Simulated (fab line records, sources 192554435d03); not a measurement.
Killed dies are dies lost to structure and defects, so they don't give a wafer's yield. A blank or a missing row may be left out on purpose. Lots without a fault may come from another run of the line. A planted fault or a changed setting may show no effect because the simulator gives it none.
Chamber matching | flow n5_finfet | N5_MOL_CONTACT_COAG_DESCUM_88 on rie_diel-05: 4 sister chambers
The step chemistry O2, time 7 s. 4 wafers are shown with their chamber, then 10 later ones without.

WAFERS WITH THEIR CHAMBER
wafer  | chamber | drypump_motor_current_A (A)
L085.1 | 2       | 5.9
L085.4 | 3       | 5.7
L089.2 | 0       | 6.4
L089.3 | 1       | 5.0

WAFERS WITHOUT THEIR CHAMBER
wafer  | drypump_motor_current_A (A)
L089.4 | 6.0
L094.1 | 6.0
L094.2 | 5.1
L094.4 | 5.9
L095.2 | 6.4
L095.3 | 5.9
L095.6 | 5.9
L096.3 | 5.9
L096.4 | 5.9
L096.5 | 6.4

WHICH CHAMBER EACH WENT THROUGH
wafer  | from the rows above | in truth
L089.4 | 2                   | 2
L094.1 | 2                   | 2
L094.2 | 1                   | 1
L094.4 | 2                   | 2
L095.2 | 0                   | 0
L095.3 | 2                   | 2
L095.6 | 2                   | 2
L096.3 | 2                   | 2
L096.4 | 2                   | 2
L096.5 | 0                   | 0
Placed correctly: 10 of 10. Can't be placed from these rows: 0. Placed wrongly: 0.
How it was worked out, from the rows above alone: a wafer's distance from a chamber is the root of the sum, over the readings, of the square of ((its reading less the chamber's mean) divided by the reading's scatter). The wafer belongs to the nearest chamber; if the next one is less than 2 further off, it can't be placed. A chamber's mean is the mean of its shown wafers. The scatter: with one shown wafer a chamber, the root of the mean of the squares of how far each hidden wafer lies from its nearest shown one.
